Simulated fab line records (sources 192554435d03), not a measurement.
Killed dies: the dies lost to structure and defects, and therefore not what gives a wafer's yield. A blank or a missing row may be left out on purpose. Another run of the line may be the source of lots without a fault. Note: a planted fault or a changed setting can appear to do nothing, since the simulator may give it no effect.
Struck lot and sound lot, side by side + flow n5Finfet + 19 steps out of a route of 1938
Sound: wafers L611.1, L611.3, L611.6. Wafers struck: L623.1, L623.4, L623.6. Last of all comes the cause.
Each step with rows lists, per side, the tool, then ch with its chambers, then its first start. Under that, the readings that differ: sound wafers + struck wafers + difference of the means + sigmas: that difference in standard deviations of wafers without a fault.
alike: words and numbers the same on both sides, and readings whose means are apart by under 2 such deviations; not compared: readings that were withheld, readings missing a value for some wafer, numbers with overlapping values and no deviation given by the record, and bounds like >300 which may hide the same value.
Wherever a step has rows on one side only, a row that says differs or no value, or a row with sigmas, the two part there. Numbers that have no deviation but don't overlap get no sigmas and don't part them. A reading missing from all wafers of one side parts the sides only when that side holds two or more wafers.

first, 8 steps without rows for these wafers: N5_BEOL_M2_COAT_68 (time 60 s, resist thk 12 nm); N5_BEOL_M2_COAT_76 (time 60 s, resist thk 5 nm); N5_BEOL_M2_COAT_22 (resist thk 30 nm); N5_BEOL_M2_EBR_24; N5_BEOL_M2_SOFTBAKE_23 (time 60 s); N5_BEOL_M2_EXPOSE_25 (exposes mask V1, defocus 5 nm); N5_BEOL_M2_PEB_26 (peb time 60 s); N5_BEOL_M2_DEVELOP_27 (develop time 30 s).
N5_BEOL_M2_CD_MEAS_28: target cd 26.2 nm, target cd y 24.1 nm.
  sound on cdSem-01 ch 0, day 8 12:16; struck on cdSem-01 ch 0, day 11 20:17
  alike: cdNm
N5_BEOL_M2_OVL_MEAS_29:
  sound on overlay-02 ch 0, day 8 12:17; struck on overlay-01 ch 0, day 11 20:19
  alike: V1_OVL
N5_BEOL_M2_INSPECT_30: inspects for defects (brightfield).
  sound on defectInspect-01 at day 8 12:21; struck on defectInspect-02 at day 11 20:22
  alike: rawDefectCount
N5_BEOL_M2_DESCUM_33: chemistry O2, time 7 s.
  sound on rieDiel-03 ch 1,2,3, day 8 13:02; struck on rieDiel-03 ch 0,1, day 11 20:25
  alike: drypumpMotorCurrentA, oesProductAu, rfVppV, showerheadPlenumPTorr, throttleValvePct
  not compared: rfHoursCounterH
N5_BEOL_M2_ETCH_77: etches underlayer in N2/H2, target depth 6.5 nm, time 5.2 s.
  sound on rieDiel-03 ch 1,2,3, day 8 13:04; struck on rieDiel-03 ch 0,1, day 11 20:26
  no value came back on the struck wafers for any of 9 readings (biasW (W), chamberPressureMTorr (mTorr) and others); on the sound wafers biasW (W) reads 149.8 149.9 150.4
| reading                                     | sound          | struck     | difference | sigmas |
|---------------------------------------------|----------------|------------|------------|--------|
| model.CAR-EUV_of_BEOL_M2_COAT_22.thkNm (nm) | 20.4 20.4 20.4 | 26 26.2 26 | +6         |        |
  not compared: rfHoursCounterH
N5_BEOL_M2_ETCH_69: etches SiARC in CF4, target depth 15.6 nm, time 26 s.
  sound on rieDiel-03 ch 1,2,3, day 8 13:05; struck on rieDiel-03 ch 0,1, day 11 20:28
  alike: biasW, cf4FlowSccm, drypumpMotorCurrentA, etchRfOnTimeS, oesProductAu, rfVppV, showerheadPlenumPTorr, throttleValvePct
  not compared: rfHoursCounterH
N5_BEOL_M2_ALD_98: deposits SiO2, target thk 2.5 nm, pulse time 1 s, co reactant pulse time 1 s.
  sound on aldSin-01 ch 1,2, day 8 13:17; struck on aldSin-02 ch 0,1, day 11 20:55
  alike: heaterPowerW, precursorPulseHeightRel
N5_BEOL_M2_ETCHBACK_99: etches SiO2 in CHF3, target depth 5 nm, time 10.4 s.
  sound on rieDiel-05 ch 0,2, day 8 17:04; struck on rieDiel-05 ch 0,1, day 12 22:45
| reading                                     | sound          | struck         | difference | sigmas |
|---------------------------------------------|----------------|----------------|------------|--------|
| model.CAR-EUV_of_BEOL_M2_COAT_22.thkNm (nm) | 10.4 10.4 10.4 | 16.2 16.2 16.2 | +5.8       |        |
  alike: drypumpMotorCurrentA, oesProductAu, rfVppV, showerheadPlenumPTorr, throttleValvePct
  not compared: rfHoursCounterH
N5_BEOL_M2_ETCH_70: etches SOC in N2/H2, target depth 80 nm, overetch 24 nm, time 130 s.
  sound on rieDiel-05 ch 0,2, day 8 17:07; struck on rieDiel-05 ch 0,1, day 12 22:47
  alike: biasW, chamberPressureMTorr, drypumpMotorCurrentA, h2FlowSccm, oesProductAu, rfVppV, showerheadPlenumPTorr, throttleValvePct
  not compared: rfHoursCounterH
N5_BEOL_M4_RC_MEAS_101:
  sound on prober-02 ch 0, day 10 08:05; struck on prober-01 ch 0, day 14 22:22
| reading       | sound          | struck         | difference | sigmas |
|---------------|----------------|----------------|------------|--------|
| SS_P (mV/dec) | 73.9 73.3 73.7 | 71.9 73.4 72.3 | -1.1       | -2     |
  alike: DIBL_N, DIBL_P, IOFF_N, IOFF_P, ION_N, ION_P, SS_N, VT_N, VT_P
-- here the record skips 4 days between the struck wafers' starts before and after, leaving off in module BEOL_M4 and picking up in module PASSIVATION (first step shown: number 1936 of the route) --
N5_PASSIVATION_PROBE_49:
  sound on prober-01 at day 15 04:13; struck on prober-01 at day 19 06:37
| reading         | sound  | struck   | difference | sigmas |
|-----------------|--------|----------|------------|--------|
| killed_at_M4_up | 8 8 15 | 24 17 22 | +11        | +2     |
  alike: defectLimitedYield, killed_at_M0_to_M3, killedAtContacts, killedAtFrontEnd, killedAtOther, killedDies, killedOpen, killedShort, sort_bin_5_function, sort_bin_6_memory, sortNPass, sortYieldPct

## WHERE THEY PART
First at N5_BEOL_M2_ETCH_77; last, within this record, at N5_PASSIVATION_PROBE_49.

WHY: what had been put in by the simulator
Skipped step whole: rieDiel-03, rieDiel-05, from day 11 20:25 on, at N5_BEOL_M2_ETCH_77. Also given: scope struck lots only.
